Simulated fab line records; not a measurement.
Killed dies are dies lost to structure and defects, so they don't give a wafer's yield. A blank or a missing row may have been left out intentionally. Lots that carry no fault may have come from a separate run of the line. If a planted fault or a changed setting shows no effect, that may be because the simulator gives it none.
Chamber matching + flow nandHarc + NHARC_P_M1_DESCUM_14 on rieDiel-07: 4 sister chambers
The step chemistry O2, time 3 s. 8 wafers are shown with their chamber, then 12 later ones without.

EACH WAFER AND ITS CHAMBER
| wafer  | chamber | drypumpMotorCurrentA (A) | oesProductAu (a.u.) |
|--------|---------|--------------------------|---------------------|
| L084.1 | 0       | 5.34                     | 0.998               |
| L085.1 | 0       | 5.32                     | 1.009               |
| L087.1 | 3       | 6.14                     | 1.001               |
| L087.3 | 1       | 5.88                     | 1.001               |
| L087.5 | 2       | 6.26                     | 1.001               |
| L092.2 | 1       | 5.91                     | 0.998               |
| L092.5 | 3       | 6.13                     | 0.996               |
| L092.6 | 2       | 6.28                     | 1.015               |

WAFERS MISSING THEIR CHAMBER
| wafer  | drypumpMotorCurrentA (A) | oesProductAu (a.u.) |
|--------|--------------------------|---------------------|
| L093.4 | 6.13                     | 1.002               |
| L093.5 | 6.13                     | 1.008               |
| L093.6 | 5.32                     | 1.012               |
| L095.1 | 5.91                     | 0.997               |
| L095.2 | 6.15                     | 1.005               |
| L095.5 | 6.22                     | 1.001               |
| L097.1 | 6.33                     | 1.013               |
| L097.2 | 5.90                     | 1.010               |
| L097.3 | 5.31                     | 1.010               |
| L097.4 | 6.15                     | 1.014               |
| L097.5 | 5.32                     | 1.014               |
| L097.6 | 5.90                     | 1.015               |

CHAMBER TAKEN BY EACH
| wafer  | from the rows above | in truth |
|--------|---------------------|----------|
| L093.4 | 3                   | 3        |
| L093.5 | 3                   | 3        |
| L093.6 | 0                   | 0        |
| L095.1 | 1                   | 1        |
| L095.2 | 3                   | 3        |
| L095.5 | 2                   | 2        |
| L097.1 | 2                   | 2        |
| L097.2 | 1                   | 1        |
| L097.3 | 0                   | 0        |
| L097.4 | 3                   | 3        |
| L097.5 | 0                   | 0        |
| L097.6 | 1                   | 1        |
12 of 12 placed correctly. Number that these rows cannot place: 0. Placed wrongly: 0.
How it was worked out, from the rows above alone: a wafer's distance from a chamber is the root of the sum, over the readings, of the square of ((its reading less the chamber's mean) divided by the reading's scatter). If the next closest chamber is less than 2 further off than the closest, the wafer can't be placed; otherwise it belongs to the closest. A chamber's mean is the mean of its shown wafers. The scatter: take each reading less its chamber's mean, square it, sum over the shown wafers, divide by the number of wafers less the number of chambers, and take the root.
